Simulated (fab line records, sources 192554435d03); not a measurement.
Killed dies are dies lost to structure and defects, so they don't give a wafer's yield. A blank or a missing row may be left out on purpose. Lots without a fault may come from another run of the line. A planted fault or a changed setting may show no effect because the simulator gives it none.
Which tool did it? | flow n5_finfet | 24 lots, 72 wafers sampled, at 4 steps of a route of 1938

WHAT THE GAUGES READ, wafer by wafer
N5_BEOL_M7_CD_MEAS_28: target cd 40 nm. Usual: cd_nm 39.99 nm, standard deviation 0.2.
lot  | measured     | on        | cd_nm (nm)        | flag
L074 | day 9 15:43  | cd_sem-01 | 40.19 39.58 39.83 |
L076 | day 10 01:26 | cd_sem-02 | 39.98 40.34 40.14 |
L075 | day 10 01:37 | cd_sem-02 | 39.42 39.66 39.77 |
L079 | day 10 20:55 | cd_sem-02 | 39.90 40.08 39.81 |
L077 | day 10 22:20 | cd_sem-01 | 40.18 39.74 40.19 |
L078 | day 11 08:09 | cd_sem-03 | 39.66 40.27 40.23 |
L080 | day 11 15:41 | cd_sem-01 | 39.39 40.03 40.20 |
L082 | day 12 01:29 | cd_sem-03 | 40.12 40.00 39.93 |
L081 | day 12 03:57 | cd_sem-03 | 39.87 39.89 39.99 |
L084 | day 12 07:16 | cd_sem-03 | 40.11 39.92 40.15 |
L086 | day 12 12:16 | cd_sem-01 | 40.14 40.32 40.03 |
L085 | day 13 11:38 | cd_sem-01 | 39.95 39.98 40.02 |
L083 | day 13 11:52 | cd_sem-01 | 39.96 40.13 40.03 |
L088 | day 13 13:43 | cd_sem-03 | 40.08 39.92 39.85 |
L087 | day 13 13:57 | cd_sem-01 | 40.24 39.97 40.19 |
L090 | day 13 19:03 | cd_sem-02 | 39.78 39.94 39.91 |
L089 | day 13 19:06 | cd_sem-01 | 40.05 40.01 39.64 |
L091 | day 14 16:23 | cd_sem-03 | 40.11 40.34 39.88 |
L093 | day 14 16:33 | cd_sem-02 | 40.27 40.29 40.05 |
L092 | day 14 16:43 | cd_sem-02 | 40.07 40.14 39.77 |
L094 | day 14 21:59 | cd_sem-03 | 40.10 40.06 39.79 |
L095 | day 15 02:01 | cd_sem-03 | 40.07 40.08 39.89 |
L096 | day 16 01:59 | cd_sem-01 | 39.78 39.87 39.94 |
L097 | day 16 05:22 | cd_sem-03 | 40.31 40.09 39.98 |

N5_BEOL_M8_OVL_MEAS_12. Usual: M8_OVL 0.2 nm, standard deviation 0.72.
lot  | measured     | on         | M8_OVL (nm)    | flag
L074 | day 9 22:14  | overlay-02 | 0.7 -0.2 1.2   |
L076 | day 10 07:35 | overlay-01 | -2.7 -0.9 -1.7 |
L075 | day 10 07:33 | overlay-02 | 1.4 0.4 0.3    |
L079 | day 11 02:35 | overlay-01 | 0.9 0.7 0.8    |
L077 | day 11 03:20 | overlay-01 | 0.2 -0.1 0.6   |
L078 | day 11 14:08 | overlay-01 | -1.2 -1.1 -0.6 |
L080 | day 11 22:33 | overlay-02 | 0.3 0.7 0.1    |
L082 | day 12 07:28 | overlay-01 | 0.5 1.5 0.1    |
L081 | day 12 10:47 | overlay-01 | -0.2 -0.9 -0.7 |
L084 | day 12 13:42 | overlay-02 | 0.2 -0.1 0.4   |
L086 | day 12 23:11 | overlay-02 | 0.0 -0.8 -0.2  |
L085 | day 13 16:55 | overlay-02 | 0.1 0.0 0.7    |
L083 | day 13 17:17 | overlay-02 | -0.6 -0.1 0.0  |
L088 | day 13 20:12 | overlay-02 | 0.5 0.9 0.3    |
L087 | day 13 20:22 | overlay-02 | 0.4 -0.6 -0.2  |
L090 | day 14 02:07 | overlay-01 | 0.9 0.7 0.5    |
L089 | day 14 02:25 | overlay-01 | 1.0 1.4 1.3    |
L091 | day 14 23:37 | overlay-01 | 0.3 0.8 0.7    |
L093 | day 14 23:58 | overlay-01 | 0.2 1.5 -0.8   |
L092 | day 14 23:47 | overlay-02 | 0.5 -0.6 -0.5  |
L094 | day 15 03:47 | overlay-01 | 0.6 -0.5 0.2   |
L095 | day 15 07:55 | overlay-01 | 0.3 1.4 0.5    |
L096 | day 16 08:23 | overlay-02 | 0.0 0.8 -0.3   |
L097 | day 16 13:49 | overlay-02 | 0.1 0.0 -0.9   |

N5_BEOL_M8_INSPECT_30: inspects for defects (brightfield). Usual: raw_defect_count 430, standard deviation 100.
lot  | measured     | on                | raw_defect_count | flag
L074 | day 9 23:21  | defect_inspect-02 | 448 519 455      |
L076 | day 10 10:01 | defect_inspect-02 | 325 384 487      |
L075 | day 10 09:59 | defect_inspect-01 | 489 347 350      |
L079 | day 11 04:40 | defect_inspect-01 | 526 445 407      |
L077 | day 11 04:50 | defect_inspect-02 | 456 419 458      |
L078 | day 11 17:37 | defect_inspect-02 | 585 638 741      |
L080 | day 12 01:42 | defect_inspect-02 | 317 552 426      |
L082 | day 12 09:44 | defect_inspect-02 | 360 370 404      |
L081 | day 12 12:21 | defect_inspect-02 | 617 725 452      |
L084 | day 12 16:20 | defect_inspect-01 | 290 426 385      |
L086 | day 13 04:24 | defect_inspect-02 | 440 357 504      |
L085 | day 13 19:01 | defect_inspect-01 | 520 429 569      |
L083 | day 13 19:16 | defect_inspect-01 | 446 297 494      |
L088 | day 13 21:07 | defect_inspect-01 | 393 500 651      |
L087 | day 13 21:27 | defect_inspect-02 | 489 404 491      |
L090 | day 14 05:59 | defect_inspect-02 | 504 540 417      |
L089 | day 14 05:23 | defect_inspect-01 | 338 552 506      |
L091 | day 15 03:06 | defect_inspect-01 | 296 282 308      |
L093 | day 15 03:11 | defect_inspect-01 | 484 420 415      |
L092 | day 15 03:08 | defect_inspect-01 | 416 335 275      |
L094 | day 15 06:57 | defect_inspect-02 | 348 387 472      |
L095 | day 15 13:55 | defect_inspect-01 | 282 354 353      |
L096 | day 16 12:26 | defect_inspect-01 | 343 322 323      |
L097 | day 16 16:22 | defect_inspect-01 | 358 336 425      |

WHICH TOOL RAN EACH LOT (tool, then ch and the chambers of the sampled wafers, then the start)
lot  | N5_BEOL_M7_ANNEAL_51
L074 | rtp_anneal-02 ch 0, day 9 18:19
L076 | rtp_anneal-02 ch 0, day 10 05:03
L075 | rtp_anneal-01 ch 0, day 10 05:19
L079 | rtp_anneal-02 ch 0, day 10 23:40
L077 | rtp_anneal-02 ch 0, day 11 00:46
L078 | rtp_anneal-02 ch 0, day 11 11:20
L080 | rtp_anneal-01 ch 0, day 11 19:05
L082 | rtp_anneal-01 ch 0, day 12 04:32
L081 | rtp_anneal-02 ch 0, day 12 07:17
L084 | rtp_anneal-02 ch 0, day 12 10:56
L086 | rtp_anneal-01 ch 0, day 12 17:26
L085 | rtp_anneal-02 ch 0, day 13 14:16
L083 | rtp_anneal-02 ch 0, day 13 14:39
L088 | rtp_anneal-01 ch 0, day 13 17:09
L087 | rtp_anneal-02 ch 0, day 13 17:17
L090 | rtp_anneal-01 ch 0, day 13 21:49
L089 | rtp_anneal-01 ch 0, day 13 22:05
L091 | rtp_anneal-02 ch 0, day 14 20:22
L093 | rtp_anneal-02 ch 0, day 14 20:55
L092 | rtp_anneal-01 ch 0, day 14 20:55
L094 | rtp_anneal-01 ch 0, day 15 00:19
L095 | rtp_anneal-02 ch 0, day 15 04:28
L096 | rtp_anneal-01 ch 0, day 16 04:53
L097 | rtp_anneal-02 ch 0, day 16 09:07
- N5_BEOL_M7_ANNEAL_51: time 90 s.

WHAT THE TOOLS THEMSELVES READ (means of the sampled wafers that have a number; where no wafer has one, the mark that the record gives instead)
N5_BEOL_M7_ANNEAL_51. Usual: anneal_temp_c_max 226.4, standard deviation 0.33; wafer_temp_C_max 226.4, standard deviation 0.36.
lot  | tool          | anneal_temp_c_max | wafer_temp_C_max | flag
L074 | rtp_anneal-02 | 226.1             | 226.8            |
L076 | rtp_anneal-02 | 226.4             | 226.3            |
L075 | rtp_anneal-01 | 226.3             | 226.1            |
L079 | rtp_anneal-02 | 226.9             | 226.2            |
L077 | rtp_anneal-02 | 226.6             | 226.7            |
L078 | rtp_anneal-02 | 226.8             | 226.7            |
L080 | rtp_anneal-01 | 226.0             | 226.0            |
L082 | rtp_anneal-01 | 226.2             | 226.0            |
L081 | rtp_anneal-02 | 226.4             | 226.8            |
L084 | rtp_anneal-02 | 226.5             | 226.6            |
L086 | rtp_anneal-01 | 226.4             | 226.3            |
L085 | rtp_anneal-02 | 226.6             | 227.0            |
L083 | rtp_anneal-02 | 226.6             | 226.3            |
L088 | rtp_anneal-01 | 226.3             | 226.4            |
L087 | rtp_anneal-02 | 226.5             | 226.7            |
L090 | rtp_anneal-01 | 225.8             | 226.0            |
L089 | rtp_anneal-01 | 226.2             | 226.0            |
L091 | rtp_anneal-02 | 226.5             | 226.2            |
L093 | rtp_anneal-02 | 226.4             | 226.3            |
L092 | rtp_anneal-01 | 225.8             | 226.2            |
L094 | rtp_anneal-01 | 226.4             | 226.3            |
L095 | rtp_anneal-02 | 226.3             | 226.5            |
L096 | rtp_anneal-01 | 226.3             | 226.1            |
L097 | rtp_anneal-02 | 226.5             | 226.4            |

THE ANSWER, worked out from the rows above alone
Rule: a lot is off if the mean of its wafers that have a number lies more than 3 standard deviations from the usual mean. A lot without any number at a reading at which 4 lots or more have one is off too. The other lots that the step has rows for count as sound. The gauges are gone through in route order, then the tools' own readings, and for those a lot's mean is taken as printed above. The first step at which some lot is off is used, and at that step the reading that is off furthest; a lot without a number counts as furthest.
No lot is off at any reading shown: from this, nothing can be told.

WHAT THE SIMULATOR HAD PUT IN
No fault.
